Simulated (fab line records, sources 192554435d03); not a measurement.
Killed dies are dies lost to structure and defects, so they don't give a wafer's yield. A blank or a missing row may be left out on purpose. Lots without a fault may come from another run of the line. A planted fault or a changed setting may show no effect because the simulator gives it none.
Problem report in the 8D (eight disciplines) form, filled by code | flow n5_finfet | the parts of the form that need people (team, actions taken, sign-off) are left out

1. THE PROBLEM
rf_fwd_power_W at N5_FIN_SAQP_ETCH_52 reads a mean of 1037.9 W on 2 wafers of 2 lots; wafers without a fault read 836.4 W with a standard deviation of 2.7. That is +75 standard deviations from the usual mean.
The step: etches SOC in N2/H2, target depth 100 nm, overetch 20 nm, time 150 s.
First seen on wafer L997.2, day 4 22:26, on rie_diel-06. The record holds 27 wafers of 9 lots with a number at this step. Rule for "out", or "out of limits": more than 4 standard deviations from the usual mean. The other wafers with a number count as sound.

2. WHAT IT IS AND WHAT IT IS NOT
question                    | is                       | is not
which readings at this step | rf_fwd_power_W, rf_vpp_V | chamber_pressure_mTorr, drypump_motor_current_A, oes_product_au, showerhead_plenum_p_Torr, throttle_valve_pct
which lots                  | L101, L997               | L108, L988, L991, L993, L994, L996, L998
which wafers of those lots  | L101.2, L997.2           | L101.1, L101.6, L997.1, L997.5
read on which tools         | rie_diel-06              | rie_diel-01, rie_diel-05
when                        | from day 4 22:26         | up to then (17 sound wafers); but 8 sound wafers of L101, L108, L998 came after

3. SUSPECTS, AND WHAT RULES EACH OUT
Counting: a tool at a process step up to the reading stays a suspect if it ran every lot that is out. Sound lots after the first of them don't rule it out here, since some wafers of a struck lot are sound.
- rie_diel-06 at N5_FIN_SAQP_ETCH_52 (etches SOC in N2/H2, target depth 100 nm, overetch 20 nm, time 150 s): kept. It ran every lot that is out, first L997 (day 4 22:26); its last sound lot up to then is L996 (day 4 17:12). Its own readings are out on those wafers: rf_fwd_power_W, rf_vpp_V.
- Within rie_diel-06 at N5_FIN_SAQP_ETCH_52: the wafers that are out ran in chamber 0; their sound lot-mates ran in chambers 1, 3.
Left after counting: rie_diel-06 at N5_FIN_SAQP_ETCH_52.

4. THE CAUSE (what the simulator had put in)
Process parameter drift: rie_diel-06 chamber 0, from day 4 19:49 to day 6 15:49, at N5_FIN_SAQP_ETCH_52. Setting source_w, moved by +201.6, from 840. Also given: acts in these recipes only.
Counting left only this tool.

5. THE CHAIN OF EFFECTS, in route order
Each row: a reading whose mean over the struck wafers that have a number lies more than 3 standard deviations from the usual. Only readings for which the record gives a usual standard deviation are gone through. hours: the time from each lot's start at the first step in this table that gives one to its start at this step, as a median over the lots. sigmas: the change in usual standard deviations.
hours | step                | reading        | usual   | on struck wafers | change | sigmas
0     | N5_FIN_SAQP_ETCH_52 | rf_fwd_power_W | 836.4 W | 1037.9           | +201.5 | +75
0     | N5_FIN_SAQP_ETCH_52 | rf_vpp_V       | 523 V   | 491              | -32    | -11
The process steps in it:
- N5_FIN_SAQP_ETCH_52: etches SOC in N2/H2, target depth 100 nm, overetch 20 nm, time 150 s.
Later measuring or inspecting steps at which every struck wafer that the step has a row for has a number for every such reading, and none has moved that far: N5_BEOL_M4_RC_MEAS_101.

6. WHAT WOULD HAVE CAUGHT IT SOONER
In this record the first reading out of limits was taken at day 4 22:26, 3 hours after the fault began at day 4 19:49.
